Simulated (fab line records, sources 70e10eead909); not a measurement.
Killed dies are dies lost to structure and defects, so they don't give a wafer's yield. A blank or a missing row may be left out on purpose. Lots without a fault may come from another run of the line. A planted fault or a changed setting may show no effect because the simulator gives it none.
A struck lot beside a sound one | flow nand_harc | 15 steps out of a route of 1302
Sound: wafers L626.1, L626.2, L626.4. Struck: wafers L647.1, L647.2, L647.5. The cause comes at the end.
At each step with rows: each side's tool, then ch and its chambers, then its first start. Under that, the readings that differ: sound wafers | struck wafers | difference of the means | sigmas: that difference in standard deviations of wafers without a fault.
alike: readings whose means differ by less than 2 such deviations, and words and numbers that are the same on both sides. not compared: withheld readings, readings that some wafer has no value for, bounds like >300 that may hide the same value, and numbers for which the record gives no deviation and whose values overlap.
The two part at a step that has a row with sigmas, a row that says differs or no value, or rows on one side only. Numbers that don't overlap but have no deviation are shown without sigmas and don't part them. A reading that every wafer of one side lacks parts them only if that side has two wafers or more.

first, 1 step without rows for these wafers: NHARC_A_ONON_D1_DEP_03 (target thk 1000 nm).
NHARC_A_ONON_D1_THK_MEAS_05: measures by ellipsometry.
  sound on film_metro-02, day 8 02:16; struck on film_metro-01, day 16 13:48
  alike: thk_nm
then, 1 step without rows for these wafers: NHARC_A_ONON_D1_DEP_06 (target thk 1000 nm).
NHARC_A_ONON_D1_THK_MEAS_08: measures by ellipsometry.
  sound on film_metro-01, day 8 02:50; struck on film_metro-01, day 16 14:22
  alike: thk_nm
then, 1 step without rows for these wafers: NHARC_A_ONON_D1_DEP_09 (target thk 1000 nm).
NHARC_A_ONON_D1_THK_MEAS_11: measures by ellipsometry.
  sound on film_metro-02, day 8 03:23; struck on film_metro-01, day 16 14:56
  alike: thk_nm
then, 1 step without rows for these wafers: NHARC_A_ONON_D1_DEP_12 (target thk 1000 nm).
NHARC_A_ONON_D1_THK_MEAS_14: measures by ellipsometry.
  sound on film_metro-02, day 8 03:58; struck on film_metro-01, day 16 15:29
  reading     | sound       | struck      | difference | sigmas
  thk_nm (nm) | 966 966 966 | 998 997 997 | +31        | +3
then, 2 steps without rows for these wafers: NHARC_A_ONON_D1_ANNEAL_15 (time 3600 s); NHARC_A_ONON_D1_DEP_16 (target thk 1000 nm).
NHARC_A_ONON_D1_THK_MEAS_18: measures by ellipsometry.
  sound on film_metro-02, day 8 11:46; struck on film_metro-01, day 17 02:01
  alike: thk_nm
NHARC_A_ONON_D1_DEP_19: target thk 1000 nm.
  sound on pecvd_onon-02 ch 0, day 8 11:49; struck on pecvd_onon-01 ch 0, day 17 02:04
NHARC_A_ONON_D1_THK_MEAS_21: measures by ellipsometry.
  sound on film_metro-01, day 8 12:19; struck on film_metro-01, day 17 02:34
  reading     | sound          | struck         | difference | sigmas
  thk_nm (nm) | 1023 1022 1023 | 1578 1577 1578 | +555       | +62
then, 1 step without rows for these wafers: NHARC_A_ONON_D1_DEP_22 (target thk 1000 nm).
-- the record jumps here: 16 days lie between the struck wafers' starts before and after (it left off in module A_ONON_D1 and takes up again in module END, whose first step shown is number 1302 of the route) --
NHARC_END_SORT_01:
  the record has rows for the struck wafers here (prober-02 ch 0, day 33 04:44) and none for the sound ones

WHERE THEY PART
First at NHARC_A_ONON_D1_THK_MEAS_14; last, within this record, at NHARC_END_SORT_01.

WHY: what the simulator had put in
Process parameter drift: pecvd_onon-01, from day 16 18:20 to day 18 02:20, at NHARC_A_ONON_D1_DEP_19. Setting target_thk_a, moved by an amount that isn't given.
